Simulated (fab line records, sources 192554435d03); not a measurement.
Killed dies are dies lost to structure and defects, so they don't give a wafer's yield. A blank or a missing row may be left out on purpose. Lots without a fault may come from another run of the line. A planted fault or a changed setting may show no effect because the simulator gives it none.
A struck lot beside a sound one | flow n5_finfet | 14 steps out of a route of 1938
Sound: wafers L121.1, L121.2, L121.3. Struck: wafer L130.4. (L130.1, L130.5 of the same lot were not struck and are left out.) The cause comes at the end.
At each step with rows: each side's tool, then ch and its chambers, then its first start. Under that, the readings that differ: sound wafers | struck wafers | difference of the means | sigmas: that difference in standard deviations of wafers without a fault.
alike: readings whose means differ by less than 2 such deviations, and words and numbers that are the same on both sides. not compared: withheld readings, readings that some wafer has no value for, bounds like >300 that may hide the same value, and numbers for which the record gives no deviation and whose values overlap.
The two part at a step that has a row with sigmas, a row that says differs or no value, or rows on one side only. Numbers that don't overlap but have no deviation are shown without sigmas and don't part them. A reading that every wafer of one side lacks parts them only if that side has two wafers or more.

first, 7 steps without rows for these wafers: N5_MOL_CONTACT_COAG_COAT_77 (time 60 s, resist thk 10 nm); N5_MOL_CONTACT_COAG_COAT_78 (resist thk 40 nm); N5_MOL_CONTACT_COAG_EBR_80; N5_MOL_CONTACT_COAG_SOFTBAKE_79 (time 60 s); N5_MOL_CONTACT_COAG_EXPOSE_81 (exposes mask VG, defocus 0 nm); N5_MOL_CONTACT_COAG_PEB_82 (peb time 60 s); N5_MOL_CONTACT_COAG_DEVELOP_83 (develop time 30 s).
N5_MOL_CONTACT_COAG_CD_MEAS_84: target cd 25.1 nm.
  sound on cd_sem-02 ch 0, day 5 14:23; struck on cd_sem-03 ch 0, day 7 15:17
  alike: cd_nm
N5_MOL_CONTACT_COAG_OVL_MEAS_85:
  sound on overlay-02 ch 0, day 5 14:25; struck on overlay-02 ch 0, day 7 15:19
  alike: VG_OVL
N5_MOL_CONTACT_COAG_INSPECT_57: inspects for defects (brightfield).
  sound on defect_inspect-01, day 5 14:29; struck on defect_inspect-02, day 7 15:23
  alike: raw_defect_count
N5_MOL_CONTACT_COAG_DESCUM_88: chemistry O2, time 7 s.
  sound on rie_diel-05 ch 0,1,2, day 5 14:33; struck on rie_diel-05 ch 1, day 7 15:25
  alike: drypump_motor_current_A, oes_product_au, rf_vpp_V, showerhead_plenum_p_Torr, throttle_valve_pct
  not compared: rf_hours_counter_h
N5_MOL_CONTACT_COAG_ETCH_89: etches underlayer in N2/H2, target depth 13 nm, time 10.4 s.
  sound on rie_diel-05 ch 0,1,2, day 5 14:35; struck on rie_diel-05 ch 1, day 7 15:27
  alike: drypump_motor_current_A, etch_rf_on_time_s, oes_product_au, rf_fwd_power_W, rf_vpp_V, showerhead_plenum_p_Torr, throttle_valve_pct
  not compared: rf_hours_counter_h
N5_MOL_CONTACT_COAG_ETCH_90: etches SiARC in CF4, target depth 13 nm, time 21.7 s.
  sound on rie_diel-05 ch 0,1,2, day 5 14:37; struck on rie_diel-05 ch 1, day 7 15:28
  reading               | sound             | struck | difference | sigmas
  etch_rf_on_time_s (s) | 21.8 21.7 21.1    | 36.8   | +15.3      | +23
  rf_fwd_power_W (W)    | 530.9 529.3 531.3 | 537.6  | +7.1       | +4
  alike: drypump_motor_current_A, oes_product_au, rf_vpp_V, showerhead_plenum_p_Torr, throttle_valve_pct
  not compared: rf_hours_counter_h
N5_MOL_CONTACT_COAG_ALD_131: deposits SiO2, target thk 5 nm, pulse time 1 s, co reactant pulse time 1 s.
  sound on ald_sin-01 ch 0,1,3, day 5 14:41; struck on ald_sin-01 ch 0, day 7 15:33
  alike: heater_power_w, precursor_pulse_height_rel

WHERE THEY PART
Only at N5_MOL_CONTACT_COAG_ETCH_90, within this record. Later steps at which nothing parts them and some readings are alike: N5_MOL_CONTACT_COAG_ALD_131.

WHY: what the simulator had put in
Process parameter drift: rie_diel-05, from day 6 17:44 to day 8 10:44, at N5_MOL_CONTACT_COAG_ETCH_90. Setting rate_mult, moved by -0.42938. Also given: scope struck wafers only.
